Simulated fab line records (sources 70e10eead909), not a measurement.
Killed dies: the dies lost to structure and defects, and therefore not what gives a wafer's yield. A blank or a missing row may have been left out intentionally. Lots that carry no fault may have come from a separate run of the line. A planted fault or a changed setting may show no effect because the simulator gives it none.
fab line records -- flow nand-harc
record lots=14, wafers=42, last-day=31
route steps=1302 shown A_CONTACT@1101 A_M0@1144
lots that met no fault: taken from a fault-free run of the same line
start-h: hours from the record's first day to the start of the lot's first wafer shown -- wait-h: how many hours have passed since the lot's step before this one -- " unchanged from the row above -- L1.1+2: one row covering several wafers at once -- - either no value or no given start -- * or withheld: withheld -- < > ~ a bound
route shown NAME@n: NAME is a module with steps in the file, n the number in the route of the first one -- usual: mean/standard deviation taken from wafers without a fault -- same: alike in all rows -- chamber/n: place in a boat -- sites: per-site readings -- _std_site: how widely they spread, as a standard deviation -- _edge_site: inner sites' mean taken away from outer sites' mean -- radius-mm: how far each site lies from the wafer's centre -- mask NAME#n: copy n -- behind: the last tool/chamber to shape the wafer -- hold: why the lot went on hold/how many hours it stayed there/how the hold came to an end -- device: the transistor (n, p or np) that didn't switch -- end of line: tests of these same wafers at the route's end -- a step with no rows: only its recipe -- killed: dies lost to structure and defects at the first sort, not the wafer's yield -- map: shows each die of a wafer: x if killed, . if not, _ if none is there
set.NAME: the run value of the setting; set.NAME@STEP: its run value at that earlier step -- model.NAME: the simulator's own value behind a step, which no gauge read
steps of the route over a sample of lots; a table a step, a row a wafer
services: from which hour (start-h, from the record's first day; less than 0 if before it) a tool's chamber was out of use, for how many hours, and why
## steps
# step NHARC_A_CONTACT_ALD_18
# recipe target-thk-a=30, pulse-time-s=1, ald-cycles=150, temp-c=450, material=TiN
# usual heater-power-w=1088/120, precursor-pulse-height-rel=0.999/0.021
# same pulse-time-s=1
lot.wafer,tool,chamber,start-h,wait-h,heater-power-w,precursor-pulse-height-rel
L994.2,ald-metal-01,3,516.26,-,1203,1.016
L994.1,ald-metal-01,1,516.26,-,1098,0.992
L994.5,ald-metal-01,2,516.26,-,983,0.986
L995.2,ald-metal-03,1,517.08,-,891,0.991
L995.1,ald-metal-03,2,517.08,-,1093,1.016
L995.6,ald-metal-03,2,517.08,-,1088,0.984
L997.1,ald-metal-03,2,530.07,-,1069,1.004
L997.2,ald-metal-03,3,530.07,-,1009,1.000
L997.6,ald-metal-03,1,530.07,-,885,1.021
L996.2,ald-metal-04,1,531.65,-,1044,1.022
L996.1,ald-metal-04,3,531.65,-,1192,0.960
L996.3,ald-metal-04,0,531.65,-,1264,0.994
L998.2,ald-metal-01,2,544.61,-,983,0.986
L998.3,ald-metal-01,3,544.61,-,1186,1.029
L998.6,ald-metal-01,1,544.61,-,1078,0.958
L999.2,ald-metal-01,2,580.70,-,994,0.991
L999.5,ald-metal-01,0,580.70,-,904,1.003
L999.4,ald-metal-01,2,580.70,-,975,1.012
L103.4,ald-metal-01,2,598.15,-,1006,1.019
L103.3,ald-metal-01,3,598.15,-,1202,1.017
L103.6,ald-metal-01,0,598.15,-,934,1.018
L105.2,ald-metal-04,0,636.83,-,1252,1.001
L105.5,ald-metal-04,0,636.83,-,1275,0.998
L105.6,ald-metal-04,1,636.83,-,1041,1.012
L107.4,ald-metal-03,1,638.06,-,907,0.974
L107.1,ald-metal-03,0,638.06,-,1017,0.992
L107.6,ald-metal-03,2,638.06,-,1036,1.008
L106.4,ald-metal-04,1,645.33,-,1036,1.003
L106.3,ald-metal-04,3,645.33,-,1213,0.984
L106.5,ald-metal-04,1,645.33,-,1012,0.973
L109.2,ald-metal-01,0,658.43,-,924,0.988
L109.5,ald-metal-01,1,658.43,-,1153,0.980
L109.6,ald-metal-01,2,658.43,-,971,0.991
L108.3,ald-metal-03,0,661.71,-,1038,1.030
L108.5,ald-metal-03,1,661.71,-,901,1.001
L108.6,ald-metal-03,2,661.71,-,1045,1.041
L112.1,ald-metal-04,0,688.16,-,1274,0.965
L112.4,ald-metal-04,2,688.16,-,1272,0.987
L112.5,ald-metal-04,0,688.16,-,1255,0.995
L113.2,ald-metal-04,1,692.80,-,1024,0.948
L113.1,ald-metal-04,2,692.80,-,1221,0.999
L113.4,ald-metal-04,3,692.80,-,1168,1.020
# step NHARC_A_CONTACT_CVD_19
# recipe target-thk-a=3000, temp-c=300, pressure-torr=40, wf6-flow-sccm=40, h2-flow-sccm=1600, ar-flow-sccm=1560, time-s=802, material=W
# usual heater-power-w=479/26, mfc-wf6-sccm=39.99/0.12, throttle-valve-pct=7.98/0.27
lot.wafer,tool,chamber,start-h,wait-h,heater-power-w,mfc-wf6-sccm,throttle-valve-pct
L994.2,cvd-w-01,0,-,-,503,40.05,7.54
L994.1,cvd-w-01,1,-,-,483,40.02,8.48
L994.5,cvd-w-01,1,-,-,488,39.97,8.24
L995.2,cvd-w-02,0,-,-,481,40.01,7.83
L995.1,cvd-w-02,1,-,-,446,39.88,7.95
L995.6,cvd-w-02,0,-,-,492,39.76,7.87
L997.2,cvd-w-02,1,-,-,454,39.79,8.06
L997.1,cvd-w-02,0,-,-,480,40.16,7.91
L997.6,cvd-w-02,0,-,-,489,39.97,7.95
L996.1,cvd-w-01,0,-,-,506,40.04,7.60
L996.2,cvd-w-01,1,-,-,486,39.87,8.55
L996.3,cvd-w-01,1,-,-,467,39.95,8.24
L998.2,cvd-w-01,0,-,-,500,39.97,7.52
L998.3,cvd-w-01,0,-,-,516,39.99,7.56
L998.6,cvd-w-01,0,-,-,509,40.17,7.58
L999.2,cvd-w-02,1,-,-,455,40.02,8.27
L999.4,cvd-w-02,0,-,-,471,39.96,7.98
L999.5,cvd-w-02,1,-,-,456,39.97,8.06
L103.4,cvd-w-02,1,-,-,449,39.97,8.23
L103.3,cvd-w-02,0,-,-,479,39.99,8.15
L103.6,cvd-w-02,0,-,-,488,40.05,7.75
L105.2,cvd-w-01,0,-,-,518,40.08,7.90
L105.5,cvd-w-01,0,-,-,532,40.21,7.90
L105.6,cvd-w-01,1,-,-,470,40.00,8.33
L107.1,cvd-w-01,1,-,-,474,40.05,8.33
L107.4,cvd-w-01,1,-,-,487,40.21,8.19
L107.6,cvd-w-01,1,-,-,498,40.12,8.44
L106.4,cvd-w-02,0,-,-,478,40.16,8.10
L106.3,cvd-w-02,1,-,-,439,40.11,8.01
L106.5,cvd-w-02,0,-,-,473,40.08,7.89
L109.2,cvd-w-02,1,-,-,450,39.88,8.10
L109.5,cvd-w-02,1,-,-,441,39.93,7.91
L109.6,cvd-w-02,0,-,-,481,39.93,7.83
L108.3,cvd-w-01,1,-,-,484,39.98,8.41
L108.6,cvd-w-01,0,-,-,525,39.90,7.94
L108.5,cvd-w-01,1,-,-,478,40.11,8.57
L112.1,cvd-w-01,0,-,-,540,39.81,7.88
L112.4,cvd-w-01,1,-,-,481,39.93,8.60
L112.5,cvd-w-01,1,-,-,482,40.12,8.31
L113.1,cvd-w-02,0,-,-,481,39.92,7.78
L113.2,cvd-w-02,1,-,-,452,39.91,7.78
L113.4,cvd-w-02,0,-,-,461,39.95,7.35
# step NHARC_A_CONTACT_CMP_20
# recipe t-overpolish-s=30, target-thk-nm=300
# usual motor-current-A=11.8/1.7, overpolish-run-s=30.000/0.0088, time-to-endpoint-s=61/3.3
lot.wafer,tool,chamber,start-h,wait-h,motor-current-A,overpolish-run-s,time-to-endpoint-s
L994.2,cmp-01,3,517.34,0.8,12.5,29.993,67
L994.1,cmp-01,1,517.34,0.8,9.7,30.002,62
L994.5,cmp-01,2,517.34,0.8,12.7,30.002,64
L995.1,cmp-04,1,518.16,0.6,11.3,30.000,63
L995.2,cmp-04,2,518.16,0.6,11.5,30.019,62
L995.6,cmp-04,2,518.16,0.6,11.2,29.994,60
L997.1,cmp-01,0,531.19,0.7,13.1,29.995,65
L997.2,cmp-01,1,531.19,0.7,9.8,29.991,58
L997.6,cmp-01,2,531.19,0.7,12.9,30.006,62
L996.3,cmp-04,2,532.78,0.4,11.0,30.000,59
L996.1,cmp-04,0,532.78,0.4,8.4,30.008,56
L996.2,cmp-04,1,532.78,0.4,12.1,29.996,60
L998.3,cmp-01,0,545.68,0.4,12.1,29.997,64
L998.2,cmp-01,1,545.68,0.4,10.3,30.009,61
L998.6,cmp-01,3,545.68,0.4,12.8,29.994,62
L999.2,cmp-01,1,581.81,0.6,10.0,30.009,62
L999.4,cmp-01,2,581.81,0.6,12.5,30.019,64
L999.5,cmp-01,2,581.81,0.6,12.9,30.009,63
L103.3,cmp-03,1,599.20,0.4,11.9,30.017,58
L103.4,cmp-03,3,599.20,0.4,13.3,30.006,59
L103.6,cmp-03,1,599.20,0.4,11.7,29.998,60
L105.2,cmp-04,1,637.92,0.8,11.4,29.985,65
L105.5,cmp-04,1,637.92,0.8,12.0,29.989,60
L105.6,cmp-04,2,637.92,0.8,11.2,30.007,61
L107.4,cmp-01,2,639.17,0.4,12.3,30.014,66
L107.1,cmp-01,0,639.17,0.4,11.9,30.005,63
L107.6,cmp-01,1,639.17,0.4,10.7,29.997,62
L106.3,cmp-03,2,646.40,0.4,9.0,29.995,58
L106.4,cmp-03,3,646.40,0.4,13.4,29.992,57
L106.5,cmp-03,3,646.40,0.4,13.0,29.992,60
L109.2,cmp-04,1,659.56,0.8,11.8,30.000,63
L109.5,cmp-04,2,659.56,0.8,11.3,29.990,63
L109.6,cmp-04,3,659.56,0.8,12.2,29.993,59
L108.3,cmp-01,2,662.74,0.4,12.7,29.985,63
L108.6,cmp-01,2,662.74,0.4,12.4,29.990,63
L108.5,cmp-01,3,662.74,0.4,13.0,30.007,63
L112.4,cmp-04,1,689.27,0.5,12.0,30.006,63
L112.1,cmp-04,3,689.27,0.5,12.2,29.993,65
L112.5,cmp-04,0,689.27,0.5,8.2,30.018,60
L113.2,cmp-03,3,693.86,0.6,12.5,30.008,60
L113.4,cmp-03,0,693.86,0.6,15.4,29.992,60
L113.1,cmp-03,1,693.86,0.6,12.3,30.013,61
# step NHARC_A_M0_EXPOSE_06
# recipe na=1.35, target-cd-nm=80, dose-mj=83.25, mask-id=A_M0
# usual exposure-dose-mJ-cm2=83.7/0.69
lot.wafer,tool,chamber,start-h,wait-h,mask,exposure-dose-mJ-cm2
L994.1,arfi-scanner-02,0,522.17,-,A_M0#0,83.3
L994.2,arfi-scanner-02,0,522.17,-,A_M0#0,83.2
L994.5,arfi-scanner-02,0,522.17,-,A_M0#0,83.2
L995.1,arfi-scanner-01,0,522.94,-,A_M0#0,83.1
L995.2,arfi-scanner-01,0,522.94,-,A_M0#0,83.1
L995.6,arfi-scanner-01,0,522.94,-,A_M0#0,83.1
L997.1,arfi-scanner-01,0,535.71,-,A_M0#0,84.7
L997.2,arfi-scanner-01,0,535.71,-,A_M0#0,84.6
L997.6,arfi-scanner-01,0,535.71,-,A_M0#0,84.6
L996.1,arfi-scanner-03,0,537.61,-,A_M0#0,83.2
L996.2,arfi-scanner-03,0,537.61,-,A_M0#0,83.1
L996.3,arfi-scanner-03,0,537.61,-,A_M0#0,83.1
L998.2,arfi-scanner-02,0,550.70,-,A_M0#0,83.3
L998.3,arfi-scanner-02,0,550.70,-,A_M0#0,83.3
L998.6,arfi-scanner-02,0,550.70,-,A_M0#0,83.4
L999.2,arfi-scanner-02,0,586.61,-,A_M0#0,83.1
L999.4,arfi-scanner-02,0,586.61,-,A_M0#0,83.0
L999.5,arfi-scanner-02,0,586.61,-,A_M0#0,83.0
L103.3,arfi-scanner-03,0,603.88,-,A_M0#0,83.1
L103.4,arfi-scanner-03,0,603.88,-,A_M0#0,83.2
L103.6,arfi-scanner-03,0,603.88,-,A_M0#0,83.2
L105.2,arfi-scanner-01,0,642.75,-,A_M0#0,84.5
L105.5,arfi-scanner-01,0,642.75,-,A_M0#0,84.4
L105.6,arfi-scanner-01,0,642.75,-,A_M0#0,84.6
L107.1,arfi-scanner-01,0,643.84,-,A_M0#0,84.5
L107.4,arfi-scanner-01,0,643.84,-,A_M0#0,84.4
L107.6,arfi-scanner-01,0,643.84,-,A_M0#0,84.6
L106.3,arfi-scanner-03,0,651.25,-,A_M0#0,83.3
L106.4,arfi-scanner-03,0,651.25,-,A_M0#0,83.2
L106.5,arfi-scanner-03,0,651.25,-,A_M0#0,83.2
L109.2,arfi-scanner-01,0,664.29,-,A_M0#0,84.6
L109.5,arfi-scanner-01,0,664.29,-,A_M0#0,84.6
L109.6,arfi-scanner-01,0,664.29,-,A_M0#0,84.7
L108.3,arfi-scanner-03,0,668.00,-,A_M0#0,83.2
L108.5,arfi-scanner-03,0,668.00,-,A_M0#0,83.0
L108.6,arfi-scanner-03,0,668.00,-,A_M0#0,83.2
L112.1,arfi-scanner-02,0,693.95,-,A_M0#0,129.4
L112.4,arfi-scanner-02,0,693.95,-,A_M0#0,129.5
L112.5,arfi-scanner-02,0,693.95,-,A_M0#0,129.5
L113.1,arfi-scanner-02,0,698.54,-,A_M0#0,121.2
L113.2,arfi-scanner-02,0,698.54,-,A_M0#0,121.1
L113.4,arfi-scanner-02,0,698.54,-,A_M0#0,121.2
# step NHARC_A_M0_CD_MEAS_09
# recipe target-cd-nm=80, landing-energy-ev=500
# usual cd-nm=80.4/0.78
lot.wafer,tool,chamber,start-h,wait-h,cd-nm
L994.1,cd-sem-01,0,522.31,-,79.4
L994.2,cd-sem-01,0,522.31,-,80.4
L994.5,cd-sem-01,0,522.31,-,80.7
L995.1,cd-sem-01,0,523.08,-,80.9
L995.2,cd-sem-01,0,523.08,-,80.3
L995.6,cd-sem-01,0,523.08,-,80.0
L997.1,cd-sem-01,0,535.85,-,79.5
L997.2,cd-sem-01,0,535.85,-,79.1
L997.6,cd-sem-01,0,535.85,-,80.4
L996.1,cd-sem-01,0,537.75,-,79.3
L996.2,cd-sem-01,0,537.75,-,80.2
L996.3,cd-sem-01,0,537.75,-,80.0
L998.2,cd-sem-02,0,550.84,-,80.1
L998.3,cd-sem-02,0,550.84,-,81.2
L998.6,cd-sem-02,0,550.84,-,82.0
L999.2,cd-sem-02,0,586.75,-,80.7
L999.4,cd-sem-02,0,586.75,-,80.7
L999.5,cd-sem-02,0,586.75,-,79.5
L103.3,cd-sem-01,0,604.01,-,81.1
L103.4,cd-sem-01,0,604.01,-,79.7
L103.6,cd-sem-01,0,604.01,-,79.9
L105.2,cd-sem-03,0,642.90,-,81.8
L105.5,cd-sem-03,0,642.90,-,80.1
L105.6,cd-sem-03,0,642.90,-,82.2
L107.1,cd-sem-01,0,643.98,-,80.4
L107.4,cd-sem-01,0,643.98,-,80.4
L107.6,cd-sem-01,0,643.98,-,81.0
L106.3,cd-sem-02,0,651.39,-,81.7
L106.4,cd-sem-02,0,651.39,-,80.1
L106.5,cd-sem-02,0,651.39,-,80.4
L109.2,cd-sem-02,0,664.42,-,78.7
L109.5,cd-sem-02,0,664.42,-,79.7
L109.6,cd-sem-02,0,664.42,-,80.2
L108.3,cd-sem-02,0,668.14,-,79.4
L108.5,cd-sem-02,0,668.14,-,79.2
L108.6,cd-sem-02,0,668.14,-,80.5
L112.1,cd-sem-01,0,694.09,-,110.5
L112.4,cd-sem-01,0,694.09,-,110.1
L112.5,cd-sem-01,0,694.09,-,109.6
L113.1,cd-sem-03,0,698.67,-,105.0
L113.2,cd-sem-03,0,698.67,-,105.3
L113.4,cd-sem-03,0,698.67,-,105.4
## services
tool,chamber,start-h,hours,kind
arfi-scanner-01,-,495.85,2.1,repair
cmp-01,-,502.15,3.1,repair
cmp-04,-,503.19,4.0,pm
ald-metal-01,3,508.46,4.6,repair
cvd-w-01,1,512.52,1.7,repair
ald-metal-04,2,517.73,42.5,repair
ald-metal-01,-,526.00,10.0,pm
arfi-scanner-02,-,540.42,0.5,repair
cvd-w-01,-,547.00,13.0,pm
cmp-04,-,553.94,3.1,repair
cmp-01,-,558.45,1.2,repair
ald-metal-01,0,560.98,7.3,repair
arfi-scanner-02,-,561.29,2.6,repair
ald-metal-01,1,566.11,28.7,repair
cmp-04,-,573.63,1.1,repair
cmp-04,-,574.76,26.8,repair
cmp-01,-,577.50,4.0,pm
cvd-w-01,0,606.92,5.2,repair
cvd-w-01,0,617.69,3.2,repair
cmp-01,-,628.86,2.0,repair
cvd-w-02,-,631.00,13.0,pm
cvd-w-01,-,652.55,0.2,repair
cmp-01,-,675.50,4.0,pm
cvd-w-02,1,679.67,5.0,repair
## key
first-sign step=NHARC_A_M0_EXPOSE_06, reading=exposure-dose-mJ-cm2, direction=up, sigmas=60, usual=83.7, struck=125.3
effect step=NHARC_A_M0_CD_MEAS_09, reading=cd-nm, direction=up, sigmas=35, usual=80.4, struck=107.6, through=control-loop
met-at NHARC_A_M0_EXPOSE_06
struck-lots L112,L113
sort-left-out L112.1,L112.4,L112.5,L113.1,L113.2,L113.4
loop-trim step=NHARC_A_M0_EXPOSE_06, setting=dose, lots=L113
not-acting-at NHARC_A_CONTACT_ALD_18,NHARC_A_CONTACT_CVD_19,NHARC_A_CONTACT_CMP_20
onset-between 586.61 693.95
fault kind=process-parameter-drift, tool=arfi-scanner-02, chamber=-, onset-h=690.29, steps=NHARC_A_M0_EXPOSE_06, channel=dose-mj, offset=46.286, shape=step, acts-in=these-recipes-only, stated=83.25
# sort-left-out: the simulated sort isn't trusted on such a fault, so these wafers' sort isn't shown, and their yield isn't known
# loop-trim: a control loop set the setting to another value than it would have without faults
